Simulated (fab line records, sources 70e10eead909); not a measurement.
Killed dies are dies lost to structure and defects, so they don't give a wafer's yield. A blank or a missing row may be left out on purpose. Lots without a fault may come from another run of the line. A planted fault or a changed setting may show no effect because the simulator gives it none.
Chamber matching | flow nand_harc | NHARC_P_BONDPAD_CMP_19 on cmp-01: 4 sister chambers
The step polishes, t overpolish 30 s, cu recess touch 16 s, target thk 160.81 nm. 8 wafers are shown with their chamber, then 8 later ones without.

WAFERS WITH THEIR CHAMBER
wafer  | chamber | motor_current_A (A) | overpolish_run_s (s)
L076.5 | 1       | 11.9                | 30.001
L080.5 | 1       | 11.7                | 30.015
L083.2 | 0       | 12.6                | 30.006
L083.6 | 0       | 12.6                | 29.991
L086.1 | 2       | 11.2                | 29.995
L086.2 | 3       | 11.6                | 29.995
L086.6 | 2       | 11.4                | 30.008
L087.2 | 3       | 11.9                | 30.002

WAFERS WITHOUT THEIR CHAMBER
wafer  | motor_current_A (A) | overpolish_run_s (s)
L087.3 | 13.2                | 29.993
L087.6 | 11.5                | 30.002
L093.1 | 11.5                | 30.002
L093.2 | 11.7                | 30.007
L093.4 | 11.5                | 29.994
L096.4 | 11.7                | 29.991
L096.5 | 12.3                | 30.008
L096.6 | 11.6                | 30.010

WHICH CHAMBER EACH WENT THROUGH
wafer  | from the rows above          | in truth
L087.3 | 0                            | 0
L087.6 | can't be placed: 2 or 3 or 1 | 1
L093.1 | can't be placed: 2 or 3 or 1 | 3
L093.2 | can't be placed: 1 or 3      | 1
L093.4 | can't be placed: 2 or 3 or 1 | 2
L096.4 | can't be placed: 3 or 1      | 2
L096.5 | can't be placed: 0 or 1 or 3 | 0
L096.6 | can't be placed: 1 or 3 or 2 | 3
Placed correctly: 1 of 8. Can't be placed from these rows: 7 (the true chamber is among the candidates in 6). Placed wrongly: 0.
How it was worked out, from the rows above alone: a wafer's distance from a chamber is the root of the sum, over the readings, of the square of ((its reading less the chamber's mean) divided by the reading's scatter). The wafer belongs to the nearest chamber; if the next one is less than 2 further off, it can't be placed. A chamber's mean is the mean of its shown wafers. The scatter: the root of (the sum of the squares of (reading less its chamber's mean) over the shown wafers, divided by (wafers less chambers)).
